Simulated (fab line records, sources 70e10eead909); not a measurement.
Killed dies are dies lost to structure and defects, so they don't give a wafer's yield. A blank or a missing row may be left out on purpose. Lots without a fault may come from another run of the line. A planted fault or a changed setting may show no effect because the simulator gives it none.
A struck lot beside a sound one | flow nand_harc | 21 steps out of a route of 1302
Sound: wafers L527.1, L527.5, L527.6. Struck: wafer L538.2. The cause comes at the end.
At each step with rows: each side's tool, then ch and its chambers, then its first start. Under that, the readings that differ: sound wafers | struck wafers | difference of the means | sigmas: that difference in standard deviations of wafers without a fault.
alike: readings whose means differ by less than 2 such deviations, and words and numbers that are the same on both sides. not compared: withheld readings, readings that some wafer has no value for, bounds like >300 that may hide the same value, and numbers for which the record gives no deviation and whose values overlap.
The two part at a step that has a row with sigmas, a row that says differs or no value, or rows on one side only. Numbers that don't overlap but have no deviation are shown without sigmas and don't part them. A reading that every wafer of one side lacks parts them only if that side has two wafers or more.

NHARC_A_SGD_CUT_INSPECT_11:
  sound on defect_inspect-02, day 20 11:15; struck on defect_inspect-02, day 24 22:51
  reading          | sound       | struck | difference | sigmas
  raw_defect_count | 111 108 121 | 41     | -72        | -2
then, 2 steps without rows for these wafers: NHARC_A_SGD_CUT_DESCUM_14 (chemistry O2, time 3 s); NHARC_A_SGD_CUT_ETCH_58 (etches the open film in CF4, target depth 39 nm, time 65 s).
NHARC_A_SGD_CUT_ETCH_59: etches the open film in N2/H2, target depth 260 nm, time 406.25 s.
  sound on rie_diel-10 ch 0,1; struck on rie_diel-10 ch 1
  alike: drypump_motor_current_A, oes_product_au, rf_vpp_V, showerhead_plenum_p_Torr, throttle_valve_pct
  not compared: rf_hours_counter_h
NHARC_A_SGD_CUT_ETCH_15: etches the open film in CH3F/O2, target depth 75 nm, time 64.3 s.
  sound on rie_diel-10 ch 0,1; struck on rie_diel-10 ch 3
  alike: drypump_motor_current_A, oes_product_au, rf_vpp_V, showerhead_plenum_p_Torr, throttle_valve_pct
  not compared: rf_hours_counter_h
NHARC_A_SGD_CUT_ETCH_16: etches the open film in C4F8/O2/Ar, target depth 310.5 nm, time 155.2 s.
  sound on rie_diel-10 ch 0,2,3; struck on rie_diel-10 ch 2
  alike: oes_product_au, rf_vpp_V
  not compared: rf_hours_counter_h
then, 6 steps without rows for these wafers: NHARC_A_SGD_CUT_STRIP_60 (strips in C4F8/O2/Ar); NHARC_A_SGD_CUT_STRIP_17 (strips in O2); NHARC_A_SGD_CUT_PRECLEAN_18 (cleans in SC1); NHARC_A_SGD_CUT_SRD_19; NHARC_A_SGD_CUT_DEP_20 (deposits SiO2, target thk 150 nm); NHARC_A_SGD_CUT_ANNEAL_27 (time 1800 s).
NHARC_A_SGD_CUT_CMP_21: polishes, target thk 148.19 nm.
  sound on cmp-03 ch 0,1, day 20 17:16; struck on cmp-01 ch 2, day 25 05:32
  alike: motor_current_A, time_to_endpoint_s
NHARC_A_SGD_CUT_THK_MEAS_22: measures by ellipsometry.
  sound on film_metro-01, day 20 17:29; struck on film_metro-01, day 25 05:46
  alike: thk_nm
then, 2 steps without rows for these wafers: NHARC_A_SGD_CUT_SRD_23; NHARC_A_SGD_CUT_ETCH_26 (etches SiO2 in dHF, target depth 45.8 nm).
NHARC_A_SGD_CUT_ETCHBACK_24: etches the open film in CH3F/O2, target depth 50 nm, time 92.857 s.
  sound on rie_diel-10 ch 1,2,3, day 20 17:44; struck on rie_diel-10 ch 0, day 25 06:00
  alike: drypump_motor_current_A, oes_product_au, rf_vpp_V, showerhead_plenum_p_Torr, throttle_valve_pct
  not compared: rf_hours_counter_h
NHARC_A_SGD_CUT_STRIP_28: strips in O2, time 20 s.
  sound on rie_diel-10 ch 0,2,3; struck on rie_diel-10 ch 0
  alike: drypump_motor_current_A, oes_product_au, rf_vpp_V, showerhead_plenum_p_Torr, throttle_valve_pct
  not compared: rf_hours_counter_h
NHARC_A_SGD_CUT_INSPECT_25:
  sound on defect_inspect-01, day 20 17:57; struck on defect_inspect-02, day 25 06:24
  reading          | sound       | struck | difference | sigmas
  raw_defect_count | 391 340 394 | 799    | +424       | +5
  not compared: hold
then, 1 step without rows for these wafers: NHARC_A_SLIT_DEP_25 (deposits SiO2, target thk 200 nm).
-- the record jumps here: 6 days lie between the struck wafers' starts before and after (it left off in module A_SLIT and takes up again in module END, whose first step shown is number 1302 of the route) --
NHARC_END_SORT_01:
  sound on prober-01 ch 0, day 25 16:55; struck on prober-02 ch 0, day 31 06:11
  reading         | sound    | struck | difference | sigmas
  killed_at_array | 50 72 69 | 259    | +195       | +16
  killed_dies     | 52 77 76 | 260    | +192       | +15
  alike: killed_at_other, killed_at_periphery, killed_open, killed_short

WHERE THEY PART
First at NHARC_A_SGD_CUT_INSPECT_11; last, within this record, at NHARC_END_SORT_01.

WHY: what the simulator had put in
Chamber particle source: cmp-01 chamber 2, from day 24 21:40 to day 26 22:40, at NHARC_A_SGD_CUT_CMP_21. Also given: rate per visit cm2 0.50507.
